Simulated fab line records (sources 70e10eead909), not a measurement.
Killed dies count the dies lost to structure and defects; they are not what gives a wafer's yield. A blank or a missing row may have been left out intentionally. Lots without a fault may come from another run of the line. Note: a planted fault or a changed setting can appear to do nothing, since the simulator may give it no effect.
Code-filled problem report in 8D (eight disciplines) form ; flow nand_harc ; the parts of the form that need people (team, actions taken, sign-off) are left out

1. THE PROBLEM
Wafers without a fault read 291, standard deviation 84; raw_defect_count at NHARC_A_CHANNEL_HOLE_D2_INSPECT_40 reads a mean of 886 on 9 wafers belonging to 3 lots. Measured from the usual mean, that is +7.1 standard deviations.
First seen on wafer L679.1, day 17 23:16, on defect_inspect-01. At this step, 33 wafers from 11 lots have a number in the record. By rule, "out" or "out of limits" means more than 4 standard deviations away from the usual mean. All remaining wafers that have a number are taken as sound.

2. WHAT IT IS AND WHAT IT IS NOT
question;is;is not
which readings at this step;raw_defect_count;-
which lots;L679, L680, L681;L669, L670, L672, L683, L685, L689, L690, L691
which wafers of those lots;all that have a number;-
read on which gauges;defect_inspect-01, defect_inspect-02;-
when;from day 17 23:16;"up to then (9 sound wafers); but 15 sound wafers of L683, L685, L689, L690, L691 came after"

3. SUSPECTS, AND WHAT RULES EACH OUT
Counting: a tool stays on the suspect list if, at a process step up to the reading, it processed all lots that are out and no sound lot following the first of them.
- the gauge at NHARC_A_CHANNEL_HOLE_D2_INSPECT_40: ruled out. The wafers that are out were read on 2 gauges (defect_inspect-01, defect_inspect-02).
- rie_diel-04 at NHARC_A_CHANNEL_HOLE_D2_ETCH_39 (etches the open film in N2/H2, target depth 260 nm, time 325 s): ruled out as a lasting fault. The sound lots L690 went through it after L679, its earliest lot that is out (day 17 16:32).
- har_etch-01 at NHARC_A_CHANNEL_HOLE_D2_ETCH_22 (etches the open film in C4F8/O2/Ar, time 666.7 s, target depth 1600 nm): ruled out as a lasting fault. The sound lots L685, L691, L690 went through it after L679, its earliest lot that is out (day 17 18:23).
- har_etch-01 at NHARC_A_CHANNEL_HOLE_D2_ETCH_24 (etches the open film in C4F8/O2/Ar, time 906.2 s, target depth 1500 nm): ruled out as a lasting fault. The sound lots L685, L691, L690 went through it after L679, its earliest lot that is out (day 17 19:38).
Left after counting: nothing in the record.

4. THE CAUSE (what the simulator had put in)
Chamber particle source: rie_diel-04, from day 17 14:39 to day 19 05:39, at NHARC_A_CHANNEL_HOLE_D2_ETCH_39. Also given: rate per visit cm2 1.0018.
Counting ruled it out, wrongly: the rule takes a fault to strike every lot that its tool runs from its start on, and this one did not.

5. THE EFFECT CHAIN, in route order
Rows list readings where the struck wafers' mean (over those with a number) sits beyond 3 standard deviations from the usual. Only readings whose record carries a usual standard deviation are examined. hours: median over the lots of the time between each lot's start at the first step of this table that gives one and its start at this step. sigmas: the change, counted in usual standard deviations.
hours;step;reading;usual;on struck wafers;change;sigmas
0;NHARC_A_CHANNEL_HOLE_D2_INSPECT_40;raw_defect_count;291;886;+595;+7.1
264;NHARC_END_SORT_01;killed_at_array;50;112;+62;+4.4
264;NHARC_END_SORT_01;killed_dies;55;116;+61;+4.1

6. WHAT WOULD HAVE CAUGHT IT SOONER
In this record the first reading out of limits at a measuring or inspecting step was taken at day 17 23:16, 9 hours after the fault began at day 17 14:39.
Of the tool readings at NHARC_A_CHANNEL_HOLE_D2_ETCH_39 for which the record gives a usual standard deviation, none was out on any struck wafer, so an alarm limit of 4 standard deviations on them would not have fired.
